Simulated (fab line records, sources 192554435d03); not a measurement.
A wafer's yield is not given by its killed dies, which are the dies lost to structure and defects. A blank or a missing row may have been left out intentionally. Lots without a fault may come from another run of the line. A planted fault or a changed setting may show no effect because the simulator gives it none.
Split-lot trial ; flow n5_finfet ; 21 wafers read from 7 lots, route of 1938 steps

## ABOUT THE SPLIT
At N5_MIM_BOT_SPUTTER_00 (material TiN, target thk 35 nm, time 89.7 s), the setting time_s was moved away from the recipe's 89.7 s on 4 of the 21 wafers read, by -14.2% to +11.9%. All remaining wafers had this setting at the recipe value.

The reading is taken at the split's own step.

## THE READING
TiN_of_MIM_BOT_SPUTTER_00.thk_nm (the simulator's own value, which no gauge read), in nm, at N5_MIM_BOT_SPUTTER_00 (material TiN, target thk 35 nm, time 89.7 s). The file does not state a usual value for it. Here, 17 wafers ran the recipe; their average is 34.9 nm with a standard deviation of 0.24 nm.

wafer;tool, chamber at the split;time_s as run, s;against the recipe;TiN_of_MIM_BOT_SPUTTER_00.thk_nm, nm;against lot-mates on the recipe
L074.1;pvd_sputter-03, -;89.7;recipe;35;-
L074.5;pvd_sputter-03, -;89.7;recipe;35;-
L074.6;pvd_sputter-03, -;89.7;recipe;35.2;-
L083.3;pvd_sputter-02, -;89.7;recipe;34.6;-
L083.5;pvd_sputter-02, -;89.7;recipe;34.6;-
L083.4;pvd_sputter-02, -;89.7;recipe;35;-
L090.2;pvd_sputter-02, -;89.7;recipe;34.8;-
L090.3;pvd_sputter-02, -;89.7;recipe;34.8;-
L090.6;pvd_sputter-02, -;89.7;recipe;34.6;-
L095.1;pvd_sputter-02, -;89.7;recipe;34.6;-
L095.3;pvd_sputter-02, -;89.7;recipe;35;-
L095.5;pvd_sputter-02, -;89.7;recipe;34.8;-
L094.1;pvd_sputter-03, -;89.7;recipe;34.8;-
L094.3;pvd_sputter-03, -;89.7;recipe;34.8;-
L094.4;pvd_sputter-03, -;76.96;-14.2%;29.2;-5.6
L097.1;pvd_sputter-02, -;100.4;+11.9%;39;+3.6
L097.3;pvd_sputter-02, -;89.7;recipe;35.4;-
L097.5;pvd_sputter-02, -;100.4;+11.9%;39.2;+3.8
L096.1;pvd_sputter-03, -;89.7;recipe;35.2;-
L096.2;pvd_sputter-03, -;89.7;recipe;35.2;-
L096.6;pvd_sputter-03, -;84.56;-5.7%;33.4;-1.8

FIT RESULTS
A straight line over all 21 wafers: TiN_of_MIM_BOT_SPUTTER_00.thk_nm changes by +0.366 nm for each +1% of time_s; r = +0.99; the points scatter about the line by 0.29 nm.
The same after taking each lot's own level away (the mean of its wafers on the recipe; 21 wafers): +0.344 nm for each +1%; r = +0.99; scatter 0.23 nm.
Per that fit: largest time_s move, reading shift of 4.9 nm.
From 34.73 to 35.40 nm: that is the span of the lots' own levels, equal to 2.8 times the standard deviation above.
Hence the lot-to-lot level has little effect on the slope; both slopes agree.
Check: for one of the wafers moved furthest among these (-14.2%), held out of the fit, the line's prediction against its lot-mates is -4.41 nm. It came out at -5.6 nm against them.

## THE OTHER SPLITS THESE WAFERS WENT THROUGH
Other splits were also applied to these wafers ahead of the reading. Each is held against what the fit with the lots' levels taken away leaves over:
other split on the same wafers;wafers away from the commonest value;r with TiN_of_MIM_BOT_SPUTTER_00.thk_nm (lot level and that fit taken away)
N5_BEOL_M14_COAT_58 spin_rpm;12;+0.00
N5_BEOL_M14_SPUTTER_43 power_w;6;+0.36
N5_BEOL_M14_DEP_53 time_s;6;+0.21

## FILE'S OWN FIT
TiN_of_MIM_BOT_SPUTTER_00.thk_nm changes by +0.356 nm for each +1% of time_s, r = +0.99.
